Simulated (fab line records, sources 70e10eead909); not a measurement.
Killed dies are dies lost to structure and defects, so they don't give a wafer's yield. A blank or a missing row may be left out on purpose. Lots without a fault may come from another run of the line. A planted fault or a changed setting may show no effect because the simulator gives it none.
Which tool did it? | flow nand_harc | 11 lots, 33 wafers sampled, at 1 step of a route of 1302

WHAT THE GAUGES READ, wafer by wafer
NHARC_P_M2_INSPECT_11. Usual: raw_defect_count 4.5, standard deviation 2.5.
lot  | measured     | on                | raw_defect_count | flag
L334 | day 6 19:16  | defect_inspect-02 | 5 8 5            |
L335 | day 7 05:48  | defect_inspect-01 | 2 3 1            |
L336 | day 7 18:39  | defect_inspect-02 | 4 5 11           |
L337 | day 7 23:22  | defect_inspect-02 | 4 3 7            |
L341 | day 9 20:06  | defect_inspect-01 | 5 4 4            |
L350 | day 13 15:48 | defect_inspect-01 | 5 7 1            |
L349 | day 13 16:30 | defect_inspect-02 | 3 4 2            |
L351 | day 14 08:34 | defect_inspect-01 | 3 11 10          |
L353 | day 14 19:29 | defect_inspect-02 | 3 4 8            |
L354 | day 14 20:27 | defect_inspect-02 | 6 3 4            |
L352 | day 15 01:41 | defect_inspect-01 | 6 6 6            |

WHICH TOOL RAN EACH LOT (tool, then ch and the chambers of the sampled wafers, then the start)
The record holds no process step before these readings.

WHAT THE TOOLS THEMSELVES READ (means of the sampled wafers that have a number; where no wafer has one, the mark that the record gives instead)
The record holds no such reading with a usual standard deviation.

THE ANSWER, worked out from the rows above alone
Rule: a lot is off if the mean of its wafers that have a number lies more than 3 standard deviations from the usual mean. A lot without any number at a reading at which 4 lots or more have one is off too. The other lots that the step has rows for count as sound. The gauges are gone through in route order, then the tools' own readings, and for those a lot's mean is taken as printed above. The first step at which some lot is off is used, and at that step the reading that is off furthest; a lot without a number counts as furthest.
No lot is off at any reading shown: from this, nothing can be told.

WHAT THE SIMULATOR HAD PUT IN
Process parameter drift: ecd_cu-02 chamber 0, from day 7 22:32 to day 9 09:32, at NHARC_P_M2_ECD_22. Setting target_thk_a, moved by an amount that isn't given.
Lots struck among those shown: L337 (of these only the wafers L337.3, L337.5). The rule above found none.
